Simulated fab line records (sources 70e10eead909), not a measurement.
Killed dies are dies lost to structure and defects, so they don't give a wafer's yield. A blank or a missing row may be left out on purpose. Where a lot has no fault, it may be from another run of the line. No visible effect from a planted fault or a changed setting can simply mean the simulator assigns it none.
Which tool was responsible? ; flow nand-harc ; 6 lots with 18 wafers sampled at 4 steps, on a route of 1159 steps

== WHAT THE GAUGES SHOWED, per wafer ==
NHARC_A_SGD_CUT_INSPECT_25.
lot;measured;on;raw-defect-count
L827;day 15 19:49;defect-inspect-02;335 272 305
L832;day 16 13:32;defect-inspect-02;652 710 608
L837;day 17 09:24;defect-inspect-01;282 312 288
L840;day 18 15:28;defect-inspect-01;334 274 257
L842;day 19 07:23;defect-inspect-01;241 213 204
L845;day 20 11:31;defect-inspect-02;311 256 270

== EACH LOT AND THE TOOL THAT RAN IT (in order: tool; ch and the chambers of the sampled wafers; start) ==
lot;NHARC_A_SGD_CUT_ETCH_16;NHARC_A_SGD_CUT_STRIP_17;NHARC_A_SGD_CUT_STRIP_28
L827;rie-diel-06 ch 0,1,3, day 15 19:43 or earlier;rie-diel-06 ch 0,1,3, day 15 19:43 or earlier;rie-diel-05 ch 0,2,3, day 15 19:43
L832;rie-diel-13 ch 1,2, day 16 13:26 or earlier;rie-diel-13 ch 0,2, day 16 13:26 or earlier;rie-diel-06 ch 2,3, day 16 13:26
L837;rie-diel-13 ch 1,3, day 17 09:18 or earlier;rie-diel-13 ch 1,3, day 17 09:18 or earlier;rie-diel-05 ch 1,3, day 17 09:18
L840;rie-diel-05 ch 0,2,3, day 18 15:22 or earlier;rie-diel-05 ch 0,1,3, day 18 15:22 or earlier;rie-diel-05 ch 1,2,3, day 18 15:22
L842;rie-diel-06 ch 0,1,2, day 19 07:17 or earlier;rie-diel-06 ch 0,2,3, day 19 07:17 or earlier;rie-diel-05 ch 1,2,3, day 19 07:17
L845;rie-diel-05 ch 0,1,3, day 20 11:25 or earlier;rie-diel-05 ch 0,2,3, day 20 11:25 or earlier;rie-diel-13 ch 1,2, day 20 11:25
- NHARC_A_SGD_CUT_ETCH_16: etches the open film in C4F8/O2/Ar, target depth 310.5 nm, time 155.2 s.
- NHARC_A_SGD_CUT_STRIP_17: strips in O2.
- NHARC_A_SGD_CUT_STRIP_28: strips in O2, time 20 s.

== THE ANSWER, worked out from the rows above alone ==
Rule: what is usual is taken from the lots themselves. The widest of any qualifying gaps counts: lots, ordered by their means at a reading, are off when they make up no more than a third of the lots, leave a main group of 4 or more, and stand apart from it by 3 or more times the standard deviation of that group's means. Not used: any main group whose means are identical at the precision the tables above print for the reading. A lot without any number at a reading at which 4 lots or more have one is off too. All remaining lots with rows at the step are treated as sound.
Off, at NHARC_A_SGD_CUT_INSPECT_25 on raw-defect-count: L832. Mean 277 and standard deviation 30 in the main group.
A tool fits if, at a process step before that reading, it ran every lot that is off, and no sound lot after the first of them. The gauges at NHARC_A_SGD_CUT_INSPECT_25 are tried like those tools. Because NHARC_A_SGD_CUT_ETCH_16 lacks a start for some lots, the hours and order of its lots are taken from NHARC_A_SGD_CUT_STRIP_28. Because NHARC_A_SGD_CUT_STRIP_17 lacks a start for some lots, the hours and order of its lots are taken from NHARC_A_SGD_CUT_STRIP_28. One fits: NHARC_A_SGD_CUT_STRIP_28 on rie-diel-06. It ran no sound lot before its first lot that is off in this sample, so the start can't be narrowed down.

== WHAT WAS PUT IN BY THE SIMULATOR ==
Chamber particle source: rie-diel-06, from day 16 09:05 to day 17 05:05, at NHARC_A_SGD_CUT_STRIP_28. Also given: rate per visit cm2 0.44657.
Struck lots among those shown: L832. The rule above found the same.
